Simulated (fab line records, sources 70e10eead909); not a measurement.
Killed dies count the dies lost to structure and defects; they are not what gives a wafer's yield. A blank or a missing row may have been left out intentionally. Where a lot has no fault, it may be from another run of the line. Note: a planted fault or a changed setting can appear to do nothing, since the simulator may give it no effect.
Matching of chambers -- flow nand-harc -- NHARC_A_SLIT_DEP_23 on pecvd-04 has 3 sister chambers
The step deposits SiON, target thk 100 nm. 24 wafers are shown with their chamber, then 12 later ones without.

EACH WAFER AND ITS CHAMBER
wafer,chamber,showerhead-vpp-V (V),heater-power-w (W)
L075.3,2,1170,743
L075.4,1,1132,567
L075.6,2,1193,734
L074.2,1,1130,621
L074.3,2,1166,671
L074.4,2,1167,662
L079.1,2,1186,719
L079.2,0,1293,733
L079.6,0,1275,732
L080.1,0,1288,697
L080.3,1,1147,634
L080.6,1,1124,643
L081.1,2,1171,733
L081.2,1,1131,565
L081.6,1,1132,574
L088.2,2,1170,714
L088.3,1,1137,580
L088.6,2,1174,708
L089.1,2,1160,756
L089.5,0,1284,778
L089.6,1,1135,616
L087.1,0,1268,748
L087.3,1,1143,552
L087.4,1,1162,553

SIGNATURES (means of the wafers above)
reading,chamber 0,chamber 1,chamber 2,scatter within a chamber
showerhead-vpp-V,1281.60,1137.30,1173.00,10.5
heater-power-w,737.60,590.50,715.56,32.4
Rule: for each reading, subtract the chamber's mean from the wafer's reading, divide by that reading's scatter and square the result; add these up over the readings and take the root, which gives the wafer's distance from the chamber. If the next closest chamber is less than 2 further off than the closest, the wafer can't be placed; otherwise it belongs to the closest. The scatter: take each reading less its chamber's mean, square it, sum over the shown wafers, divide by the number of wafers less the number of chambers, and take the root.

WAFERS WHOSE CHAMBER IS MISSING
wafer,showerhead-vpp-V (V),heater-power-w (W)
L092.4,1165,670
L092.5,1287,721
L092.6,1140,540
L094.4,1151,595
L094.5,1286,661
L094.6,1183,705
L095.1,1159,670
L095.2,1281,695
L095.4,1314,713
L097.1,1144,654
L097.2,1276,659
L097.4,1173,763

THE CHAMBER EACH PASSED THROUGH
wafer,from the rows above,in truth
L092.4,2,2
L092.5,0,0
L092.6,1,1
L094.4,1,1
L094.5,0,0
L094.6,2,2
L095.1,can't be placed: 2 or 1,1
L095.2,0,0
L095.4,0,0
L097.1,can't be placed: 1 or 2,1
L097.2,0,0
L097.4,2,2
Correct placement for 10 of the 12. Unplaceable from these rows: 2, with the true chamber sitting among the candidates in 2. Wrongly placed: 0.
